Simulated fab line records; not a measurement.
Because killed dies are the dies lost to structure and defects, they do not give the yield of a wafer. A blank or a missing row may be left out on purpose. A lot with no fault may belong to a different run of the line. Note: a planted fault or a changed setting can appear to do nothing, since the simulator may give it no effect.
The tool behind it: which one? -- flow n5Finfet -- 45 wafers from 15 lots sampled at 4 of the route's 1938 steps

WHAT THE GAUGES SHOWED, per wafer
No reading from a measuring or inspecting step in the record can be judged against a usual standard deviation.

WHAT TOOL EACH LOT RAN ON (gives the tool, then ch and the chambers of the sampled wafers, and finally the start)
lot,N5_GATE_CUT_CUT_ETCH_54,N5_GATE_CUT_ETCH_47,N5_GATE_CUT_ALD_22,N5_MOL_CONTACT_COAG_EXPOSE_05
L822,"rieMetal-02 ch 0,1, day 4 11:46","rieMetal-02 ch 0,1, day 4 11:52","aldSin-03 ch 0,3, day 4 12:13","euvScanner-01 ch 0, day 4 15:03"
L823,"rieMetal-02 ch 0,1, day 4 21:44","rieMetal-02 ch 0,1, day 4 21:49","aldSin-04 ch 0,2,3, day 4 22:07","euvScanner-01 ch 0, day 5 05:31"
L824,"rieMetal-01 ch 0, day 5 03:17","rieMetal-01 ch 0, day 5 03:28","aldSin-02 ch 0,1,3, day 5 04:46","euvScanner-01 ch 0, day 5 07:46"
L825,"rieMetal-01 ch 0,1, day 5 07:34","rieMetal-01 ch 0,1, day 5 07:39","aldSin-04 ch 2,3, day 5 08:20","euvScanner-02 ch 0, day 5 11:09"
L826,"rieMetal-02 ch 0,1, day 5 09:44","rieMetal-02 ch 0,1, day 5 09:49","aldSin-03 ch 0,1,3, day 5 10:07","euvScanner-01 ch 0, day 5 12:56"
L827,"rieMetal-02 ch 0,1, day 5 20:19","rieMetal-02 ch 0,1, day 5 20:24","aldSin-04 ch 1,2, day 5 21:24","euvScanner-01, day 6 00:07"
L828,"rieMetal-03 ch 0,1, day 5 23:19","rieMetal-03 ch 0,1, day 5 23:24","aldSin-02 ch 0,1, day 5 23:41","euvScanner-01, day 6 02:24"
L829,"rieMetal-02 ch 0,1, day 6 07:36","rieMetal-02 ch 0,1, day 6 07:41","aldSin-03 ch 0,2,3, day 6 07:59","euvScanner-01, day 6 10:41"
L837,"rieMetal-02 ch 0,1, day 8 09:26","rieMetal-02 ch 0,1, day 8 09:32","aldSin-03 ch 0,3, day 8 09:50","euvScanner-02 ch 0, day 9 19:17"
L838,"rieMetal-03 ch 0,1, day 8 10:06","rieMetal-03 ch 0,1, day 8 10:11","aldSin-03 ch 0,2, day 8 11:17","euvScanner-02 ch 0, day 9 19:19"
L840,"rieMetal-01 ch 0,1, day 9 22:54","rieMetal-01 ch 0,1, day 9 22:59","aldSin-03 ch 2,3, day 9 23:38","euvScanner-02 ch 0, day 10 02:20"
L844,"rieMetal-02 ch 0,1, day 11 11:19","rieMetal-02 ch 0,1, day 11 11:24","aldSin-02 ch 0,1,3, day 11 13:31","euvScanner-01 ch 0, day 11 16:20"
L843,"rieMetal-01 ch 0,1, day 11 12:19","rieMetal-01 ch 0,1, day 11 12:24","aldSin-03 ch 0,1,2, day 11 13:40","euvScanner-02 ch 0, day 11 16:30"
L842,"rieMetal-01 ch 0,1, day 11 13:47","rieMetal-01 ch 0,1, day 11 13:52","aldSin-02 ch 0,1,3, day 11 15:08","euvScanner-01 ch 0, day 11 17:58"
L845,"rieMetal-01 ch 0,1, day 11 14:56","rieMetal-01 ch 0,1, day 11 15:01","aldSin-04 ch 1,2, day 11 15:49","euvScanner-01 ch 0, day 11 18:31"
- N5_GATE_CUT_CUT_ETCH_54: etches TiN in Cl2/BCl3, target depth 96.7 nm.
- N5_GATE_CUT_ETCH_47: etches SiO2 in Cl2/BCl3, target depth 10 nm.
- N5_GATE_CUT_ALD_22: deposits SiNx, target thk 16 nm, pulse time 1 s, ald cycles 320.
- N5_MOL_CONTACT_COAG_EXPOSE_05: exposes mask CA, defocus 0 nm.

WHAT THE TOOLS THEMSELVES READ (means of the sampled wafers that have a number; where no wafer has one, the mark that the record gives instead)
N5_GATE_CUT_CUT_ETCH_54. Usual: drypumpMotorCurrentA 6.0 A, standard deviation 0.44; etchRfOnTimeS 36.4 s, standard deviation 0.54; oesProductAu 0.69 a.u., standard deviation 0.11; throttleValvePct 22.22 %, standard deviation 0.19.
lot,tool,drypumpMotorCurrentA (A),etchRfOnTimeS (s),oesProductAu (a.u.),throttleValvePct (%),flag
L822,rieMetal-02,5.9,36.1,0.73,22.37,
L823,rieMetal-02,5.9,36.8,0.72,22.38,
L824,rieMetal-01,6.8,36.6,0.53,22.42,
L825,rieMetal-01,6.6,36.4,0.60,22.26,
L826,rieMetal-02,5.9,36.1,0.73,22.37,
L827,rieMetal-02,5.8,36.4,0.65,22.28,
L828,rieMetal-03,5.4,36.3,0.69,21.98,
L829,rieMetal-02,5.8,36.9,0.65,22.28,
L837,rieMetal-02,5.7,36.9,0.64,22.30,
L838,rieMetal-03,5.4,36.3,0.68,22.00,
L840,rieMetal-01,6.3,36.1,0.76,22.00,
L844,rieMetal-02,5.9,36.5,0.69,22.40,
L843,rieMetal-01,6.4,36.0,0.75,22.01,
L842,rieMetal-01,6.4,36.3,0.75,22.02,
L845,rieMetal-01,6.5,36.0,0.79,22.08,

N5_GATE_CUT_ETCH_47. Usual: drypumpMotorCurrentA 6.0 A, standard deviation 0.44; oesProductAu 0.77 a.u., standard deviation 0.12; throttleValvePct 22.76 %, standard deviation 0.2.
lot,tool,drypumpMotorCurrentA (A),oesProductAu (a.u.),throttleValvePct (%),flag
L822,rieMetal-02,5.9,0.82,22.90,
L823,rieMetal-02,5.9,0.82,22.91,
L824,rieMetal-01,6.8,0.59,22.95,
L825,rieMetal-01,6.6,0.66,22.79,
L826,rieMetal-02,5.9,0.81,22.91,
L827,rieMetal-02,5.8,0.72,22.81,
L828,rieMetal-03,5.4,0.75,22.54,
L829,rieMetal-02,5.7,0.72,22.83,
L837,rieMetal-02,5.8,0.71,22.84,
L838,rieMetal-03,5.4,0.74,22.54,
L840,rieMetal-01,6.4,0.85,22.55,
L844,rieMetal-02,5.9,0.77,22.94,
L843,rieMetal-01,6.4,0.83,22.56,
L842,rieMetal-01,6.3,0.83,22.56,
L845,rieMetal-01,6.6,0.88,22.64,

N5_GATE_CUT_ALD_22. Usual: chamberPressureTorr 2.000 Torr, standard deviation 0.0042; heaterPowerW 843 W, standard deviation 100; precursorPulseHeightRel 1.002, standard deviation 0.02.
lot,tool,chamberPressureTorr (Torr),heaterPowerW (W),precursorPulseHeightRel,flag
L822,aldSin-03,1.999,743,0.996,
L823,aldSin-04,1.998,886,0.996,
L824,aldSin-02,2.002,818,1.002,
L825,aldSin-04,1.999,978,0.995,
L826,aldSin-03,2.003,783,0.999,
L827,aldSin-04,2.001,933,0.992,
L828,aldSin-02,2.000,810,0.991,
L829,aldSin-03,2.000,865,0.998,
L837,aldSin-03,2.003,773,1.010,
L838,aldSin-03,1.998,903,1.009,
L840,aldSin-03,2.001,833,0.997,
L844,aldSin-02,1.997,817,0.978,
L843,aldSin-03,2.006,915,1.002,
L842,aldSin-02,2.001,812,0.982,
L845,aldSin-04,1.996,902,1.000,

N5_MOL_CONTACT_COAG_EXPOSE_05. Usual: exposureDoseMJCm2 38.21, standard deviation 0.046; focusOffsetNm 0.0 nm, standard deviation 0.54; reticleTempC 22.99 C, standard deviation 0.11.
lot,tool,exposureDoseMJCm2,focusOffsetNm (nm),reticleTempC (C),flag
L822,euvScanner-01,38.22,0.5,23.01,
L823,euvScanner-01,38.24,-0.2,23.04,
L824,euvScanner-01,38.22,0.0,22.89,
L825,euvScanner-02,38.27,0.2,22.94,
L826,euvScanner-01,38.22,0.3,23.00,
L827,euvScanner-01,-,-,-,OFF
L828,euvScanner-01,-,-,-,OFF
L829,euvScanner-01,-,-,-,OFF
L837,euvScanner-02,38.18,-0.6,23.01,
L838,euvScanner-02,38.16,-0.2,23.03,
L840,euvScanner-02,38.15,-0.2,23.03,
L844,euvScanner-01,38.26,-0.3,22.97,
L843,euvScanner-02,38.13,-0.2,22.91,
L842,euvScanner-01,38.23,-0.4,22.91,
L845,euvScanner-01,38.21,0.5,23.07,

THE ANSWER, worked out from the rows above alone
Rule: take the mean of a lot's wafers that have a number; if it is more than 3 standard deviations from the usual mean, the lot is off. Also off: a lot with no number at a reading for which 4 or more lots have one. All remaining lots with rows at the step are treated as sound. First the gauges in route order, then the tools' own readings, where a lot's mean is used as printed above. The first step at which some lot is off is used, and at that step the reading that is off furthest; a lot without a number counts as furthest.
Off: L827, L828, L829 (N5_MOL_CONTACT_COAG_EXPOSE_05, exposureDoseMJCm2). Without a number there: L827, L828, L829.
If a tool, at that step or one of the process steps before it, ran each lot that is off and ran no sound lot following the first of them, it fits. No candidate that was tried fits.

WHAT HAD BEEN PUT IN BY THE SIMULATOR
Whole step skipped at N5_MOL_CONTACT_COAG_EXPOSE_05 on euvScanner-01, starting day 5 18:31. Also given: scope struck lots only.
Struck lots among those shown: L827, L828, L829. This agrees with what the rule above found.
